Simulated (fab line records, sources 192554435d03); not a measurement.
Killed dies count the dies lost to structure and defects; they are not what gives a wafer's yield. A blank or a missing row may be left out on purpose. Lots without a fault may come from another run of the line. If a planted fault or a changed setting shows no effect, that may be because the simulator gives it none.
A lot that was struck, set against a sound lot	flow n5-finfet	36 out of 1938 route steps
Sound: these wafers, L849.1, L849.3, L849.5. Wafers L862.1, L862.2, L862.3 were the ones struck. The cause comes at the end.
For every step that has rows: the tool of each side, followed by ch and its chambers, followed by its first start. Under that, the readings that differ: sound wafers	struck wafers	difference of the means	sigmas: that difference in standard deviations of wafers without a fault.
alike: same words and numbers on both sides, and readings whose means sit less than 2 such deviations apart. not compared: any withheld reading, any reading some wafer has no value for, any bound like >300 that may hide the same value, and any number with overlapping values for which the record gives no deviation.
The two part at a step that has a row with sigmas, a row that says differs or no value, or rows on one side only. Non-overlapping numbers with no deviation appear without sigmas and do not part them. A reading that every wafer of one side lacks parts them only if that side has two wafers or more.

first, 9 steps without rows for these wafers: N5_BEOL_M7_ILD_DEP_00 (deposits SiCOH lowk from DEMS/porogen, target thk 179.75 nm, time 33.4 s); N5_BEOL_M7_CURE_74 (cures SiCOH lowk, time 240 s); N5_BEOL_M7_PECVD_70 (deposits SiO2 from TEOS/O2, target thk 20 nm, time 22.7 s); N5_BEOL_M7_HM_DEP_02 (deposits TiN, target thk 20 nm); N5_BEOL_M7_COAT_59 (time 60 s, resist thk 100 nm); N5_BEOL_M7_COAT_60 (time 60 s, resist thk 35 nm); N5_BEOL_M7_COAT_05 (resist thk 90 nm); N5_BEOL_M7_EBR_07; N5_BEOL_M7_SOFTBAKE_06 (time 60 s).
N5_BEOL_M7_EXPOSE_08: exposes mask M7.
  sound on arfi-scanner-01 ch 0, day 11 07:58; struck on arfi-scanner-01 ch 0, day 14 22:07
reading	sound	struck	difference	sigmas
exposure-dose-mJ-cm2	68.22 68.30 68.23	73.35 73.36 73.33	+5.10	+66
  alike: mask
then, 2 steps without rows for these wafers: N5_BEOL_M7_PEB_09 (peb time 60 s); N5_BEOL_M7_DEVELOP_10 (develop time 30 s).
N5_BEOL_M7_CD_MEAS_11: target cd 38.5 nm.
  sound on cd-sem-02 ch 0, day 11 08:05; struck on cd-sem-03 ch 0, day 14 22:15
reading	sound	struck	difference	sigmas
cd-nm (nm)	38.2 38.2 38.4	41.7 42.6 42.7	+4.1	+9
then, 1 step without rows for these wafers: N5_BEOL_M7_DESCUM_16 (chemistry O2, time 7.9 s).
N5_BEOL_M7_ETCH_61: etches SiARC in CF4, target depth 45.5 nm, time 75.8 s.
  sound on rie-diel-02 ch 1,2,3, day 11 09:38; struck on rie-diel-02 ch 1,2,3, day 15 00:01
reading	sound	struck	difference	sigmas
model.BEOL_M7.cd-offset-nm (nm)	-1 -0.6 0	3.4 3.8 3.8	+4.2	
  alike: drypump-motor-current-A, etch-rf-on-time-s, oes-product-au, rf-vpp-V, showerhead-plenum-p-Torr, throttle-valve-pct
  not compared: rf-hours-counter-h
then, 3 steps without rows for these wafers: N5_BEOL_M7_ETCH_62 (etches SOC in N2/H2, target depth 110 nm, overetch 22 nm, time 165 s); N5_BEOL_M7_STRIP_68 (strips in N2/H2); N5_BEOL_M7_STRIP_67 (strips in CF4).
N5_BEOL_M7_HM_OPEN_17: chemistry Cl2/BCl3, target TiN, target depth 20 nm, overetch 6 nm.
  sound on rie-metal-01 ch 0,1, day 11 09:52; struck on rie-metal-02 ch 1, day 15 00:15
reading	sound	struck	difference	sigmas
throttle-valve-pct (%)	22.41 22.28 22.40	21.81 21.81 21.79	-0.56	-3
model.BEOL_M7.cd-offset-nm (nm)	-1 -0.6 -0.4	3.4 3.6 3.8	+4.3	
  alike: bcl3-flow-sccm, drypump-motor-current-A, he-backside-leak-sccm, oes-product-au
  not compared: rf-hours-counter-h
then, 1 step without rows for these wafers: N5_BEOL_M7_STRIP_19 (strips in O2).
N5_BEOL_M7_CD_MEAS_18: pitch 80 nm, target cd 40 nm.
  struck on cd-sem-03, day 15 00:37; sound on cd-sem-01, day 11 10:21
reading	sound	struck	difference	sigmas
cd-nm (nm)	39.0 39.3 39.7	43.3 43.6 43.9	+4.3	+7
then, 13 steps without rows for these wafers: N5_BEOL_M7_COAT_63 (time 60 s, resist thk 60 nm); N5_BEOL_M7_COAT_64 (time 60 s, resist thk 12 nm); N5_BEOL_M7_COAT_71 (time 60 s, resist thk 5 nm); N5_BEOL_M7_COAT_22 (resist thk 30 nm); N5_BEOL_M7_EBR_24; N5_BEOL_M7_SOFTBAKE_23 (time 60 s); N5_BEOL_M7_EXPOSE_25 (exposes mask V6, target cd 40 nm); N5_BEOL_M7_PEB_26 (peb time 60 s); N5_BEOL_M7_DEVELOP_27 (develop time 30 s); N5_BEOL_M7_DESCUM_33 (chemistry O2, time 7 s); N5_BEOL_M7_ETCH_72 (etches underlayer in N2/H2, target depth 6.5 nm, time 5.2 s); N5_BEOL_M7_ETCH_65 (etches SiARC in CF4, target depth 15.6 nm, time 26 s); N5_BEOL_M7_ETCH_66 (etches SOC in N2/H2, target depth 80 nm, overetch 16 nm, time 120 s).
-- a jump in the record: the struck wafers' starts before and after are 3 days apart (it breaks off in module BEOL_M7 and resumes in module BEOL_M15, where the first step shown is number 1830 of the route) --
N5_BEOL_M15_RC_MEAS_101:
  sound on prober-02 ch 0, day 14 06:10; struck on prober-02 ch 0, day 18 10:19
reading	sound	struck	difference	sigmas
COMB_M9 (S/m)	1.2e-11 1e-11 1.2e-11	1.9e-11 1.6e-11 1.9e-11	+6.7e-12	+2
COMB_M9_max_site (S/m)	1.9e-11 1.2e-11 2e-11	4.2e-11 2e-11 2.8e-11	+1.3e-11	+2
SERP_M7 (ohm/um)	14.5 14.7 14.0	12.3 11.4 12.1	-2.5	-4
  alike: etest-temp-c, COMB_M10, COMB_M11, COMB_M12, COMB_M13, COMB_M14, COMB_M15, COMB_M5, COMB_M6, COMB_M7, COMB_M8, SERP_M10, SERP_M11, SERP_M12, SERP_M12_max_site, SERP_M13, SERP_M13_max_site, SERP_M14, SERP_M5, SERP_M6, SERP_M8, SERP_M9
N5_PASSIVATION_PROBE_49:
  only the struck wafers here have rows in the record (prober-02, day 19 02:23); the sound ones have none

== WHERE THEY PART ==
Last at N5_PASSIVATION_PROBE_49 as far as this record goes, first at N5_BEOL_M7_EXPOSE_08.

WHY: the cause the simulator had injected
Drift in process parameters on arfi-scanner-01 at N5_BEOL_M7_EXPOSE_08, starting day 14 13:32. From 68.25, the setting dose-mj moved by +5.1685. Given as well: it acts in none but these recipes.
